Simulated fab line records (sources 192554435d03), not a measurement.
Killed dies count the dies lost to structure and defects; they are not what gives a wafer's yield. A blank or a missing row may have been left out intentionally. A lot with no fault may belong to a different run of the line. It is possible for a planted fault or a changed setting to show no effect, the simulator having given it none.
What tool caused it? || flow n5Finfet || 8 lots, 24 wafers sampled, at 5 steps of a route of 1938

WHAT THE GAUGES SHOWED, per wafer
N5_BEOL_M4_RC_MEAS_101.
{"lot": "L516", "measured": "day 7 23:58", "on": "prober-01", "DIBL_N (mV/V)": "34.0 35.2 34.4"}
{"lot": "L517", "measured": "day 8 11:07", "on": "prober-01", "DIBL_N (mV/V)": "38.6 34.7 34.8"}
{"lot": "L519", "measured": "day 8 23:14", "on": "prober-01", "DIBL_N (mV/V)": "35.8 36.4 36.6"}
{"lot": "L522", "measured": "day 9 17:50", "on": "prober-02", "DIBL_N (mV/V)": "36.0 35.9 35.6"}
{"lot": "L524", "measured": "day 10 03:15", "on": "prober-02", "DIBL_N (mV/V)": "36.5 37.6 37.4"}
{"lot": "L526", "measured": "day 10 20:56", "on": "prober-02", "DIBL_N (mV/V)": "37.6 37.1 36.1"}
{"lot": "L531", "measured": "day 11 21:49", "on": "prober-01", "DIBL_N (mV/V)": "35.0 34.2 34.6"}
{"lot": "L537", "measured": "day 13 20:10", "on": "prober-01", "DIBL_N (mV/V)": "34.3 36.4 35.3"}

WHAT TOOL EACH LOT RAN ON (gives the tool, then ch and the chambers of the sampled wafers, and finally the start)
{"lot": "L516", "N5_BEOL_M0_SAQP_ETCH_73": "rieDiel-03 ch 0,2,3, day 5 18:43", "N5_BEOL_M0_ETCH_138": "rieDiel-06 ch 0,2, day 5 20:49", "N5_BEOL_M0_STRIP_140": "rieDiel-05 ch 2, day 6 00:29", "N5_BEOL_M0_TRENCH_ETCH_107": "rieDiel-06 ch 0,3, day 6 01:10"}
{"lot": "L517", "N5_BEOL_M0_SAQP_ETCH_73": "rieDiel-02 ch 0,2,3, day 6 04:48", "N5_BEOL_M0_ETCH_138": "rieDiel-01 ch 0,1,2, day 6 06:13", "N5_BEOL_M0_STRIP_140": "rieDiel-01 ch 0,2,3, day 6 06:55", "N5_BEOL_M0_TRENCH_ETCH_107": "rieDiel-01 ch 0,1,3, day 6 07:07"}
{"lot": "L519", "N5_BEOL_M0_SAQP_ETCH_73": "rieDiel-04 ch 0,2, day 6 20:22", "N5_BEOL_M0_ETCH_138": "rieDiel-05 ch 0,1,2, day 6 21:56", "N5_BEOL_M0_STRIP_140": "rieDiel-01 ch 0,1, day 6 22:49", "N5_BEOL_M0_TRENCH_ETCH_107": "rieDiel-01 ch 0,3, day 6 23:00"}
{"lot": "L522", "N5_BEOL_M0_SAQP_ETCH_73": "rieDiel-02 ch 0,3, day 7 12:56", "N5_BEOL_M0_ETCH_138": "rieDiel-05 ch 1,2,3, day 7 14:53", "N5_BEOL_M0_STRIP_140": "rieDiel-01 ch 1,2,3, day 7 15:50", "N5_BEOL_M0_TRENCH_ETCH_107": "rieDiel-06 ch 1,2,3, day 7 16:01"}
{"lot": "L524", "N5_BEOL_M0_SAQP_ETCH_73": "rieDiel-02 ch 0,1,3, day 7 23:18", "N5_BEOL_M0_ETCH_138": "rieDiel-01 ch 0,1,3, day 8 01:13", "N5_BEOL_M0_STRIP_140": "rieDiel-06 ch 0,2,3, day 8 03:20", "N5_BEOL_M0_TRENCH_ETCH_107": "rieDiel-01 ch 0,1,2, day 8 03:43"}
{"lot": "L526", "N5_BEOL_M0_SAQP_ETCH_73": "rieDiel-03 ch 0,3, day 8 14:19", "N5_BEOL_M0_ETCH_138": "rieDiel-06 ch 1,2,3, day 8 15:53", "N5_BEOL_M0_STRIP_140": "rieDiel-01 ch 1,2, day 8 16:13", "N5_BEOL_M0_TRENCH_ETCH_107": "rieDiel-05 ch 0,1,2, day 8 16:25"}
{"lot": "L531", "N5_BEOL_M0_SAQP_ETCH_73": "rieDiel-03 ch 0,1,3, day 9 17:56", "N5_BEOL_M0_ETCH_138": "rieDiel-05 ch 0,1,2, day 9 19:28", "N5_BEOL_M0_STRIP_140": "rieDiel-01 ch 0,2,3, day 9 19:53", "N5_BEOL_M0_TRENCH_ETCH_107": "rieDiel-06 ch 0,1,2, day 9 20:04"}
{"lot": "L537", "N5_BEOL_M0_SAQP_ETCH_73": "rieDiel-04 ch 0,1,3, day 11 11:18", "N5_BEOL_M0_ETCH_138": "rieDiel-06 ch 1,3, day 11 13:47", "N5_BEOL_M0_STRIP_140": "rieDiel-01 ch 1,2, day 11 14:51", "N5_BEOL_M0_TRENCH_ETCH_107": "rieDiel-05 ch 0,1,3, day 11 15:07"}
- N5_BEOL_M0_SAQP_ETCH_73: etches SiARC in CF4, target depth 19.5 nm, time 32.5 s.
- N5_BEOL_M0_ETCH_138: etches SiCN in CH3F/O2, target depth 12 nm, time 31.6 s.
- N5_BEOL_M0_STRIP_140: strips in CF4.
- N5_BEOL_M0_TRENCH_ETCH_107: etches SiOC in C4F6/O2, target depth 32.8 nm, time 16.4 s.

THE ANSWER, worked out from the rows above alone
Rule: what is usual is taken from the lots themselves. Put in order of their means at a reading, lots are off if they are a third of the lots or fewer, leave a main group of 4 or more, and stand apart from it by a gap of 3 or more times the standard deviation of the main group's means; of several such gaps the widest counts. A main group is skipped when, at the precision printed for the reading in the tables above, its means are all equal. A lot without any number at a reading at which 4 lots or more have one is off too. Where the step has rows for the other lots, those lots are counted as sound.
Across all readings shown, no lot is off: no conclusion can be drawn from this.

WHAT HAD BEEN PUT IN BY THE SIMULATOR
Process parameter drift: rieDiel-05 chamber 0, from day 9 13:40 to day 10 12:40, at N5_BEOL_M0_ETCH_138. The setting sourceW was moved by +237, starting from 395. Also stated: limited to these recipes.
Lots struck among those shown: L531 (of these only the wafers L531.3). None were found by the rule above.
